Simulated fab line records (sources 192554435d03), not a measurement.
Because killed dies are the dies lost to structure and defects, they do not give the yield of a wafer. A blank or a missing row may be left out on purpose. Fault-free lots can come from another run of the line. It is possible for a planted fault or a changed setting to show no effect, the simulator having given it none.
Chamber matching | flow n5Finfet | 4 sister chambers for N5_BEOL_M0_SAQP_HM_OPEN_112 on rieDiel-01
The step chemistry CHF3/O2, target SiO2, stops on a-Si, target depth 12 nm, time 13.5 s. 4 wafers are shown with their chamber, then 7 later ones without.

== WAFERS WITH THEIR CHAMBER ==
wafer  | chamber | rfVppV (V)
L756.4 | 3       | 534
L771.2 | 2       | 527
L773.3 | 0       | 539
L773.5 | 1       | 502

== WAFERS WITH NO CHAMBER GIVEN ==
wafer  | rfVppV (V)
L773.6 | 526
L774.2 | 540
L774.4 | 501
L774.5 | 526
L775.3 | 531
L775.4 | 504
L775.5 | 538

== EACH ONE'S CHAMBER ==
wafer  | from the rows above     | in truth
L773.6 | 2                       | 2
L774.2 | 0                       | 0
L774.4 | 1                       | 1
L774.5 | 2                       | 2
L775.3 | can't be placed: 3 or 2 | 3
L775.4 | 1                       | 1
L775.5 | can't be placed: 0 or 3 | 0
Placed correctly: 5 of 7. From these rows, 2 cannot be placed; in 2 the true chamber is one of the candidates. Wrongly placed: 0.
How it was worked out, from the rows above alone: a wafer's distance from a chamber is the root of the sum, over the readings, of the square of ((its reading less the chamber's mean) divided by the reading's scatter). The wafer belongs to the nearest chamber; if the next one is less than 2 further off, it can't be placed. The mean given for a chamber averages the wafers shown for that chamber. The scatter: with one shown wafer a chamber, the root of the mean of the squares of how far each hidden wafer lies from its nearest shown one.
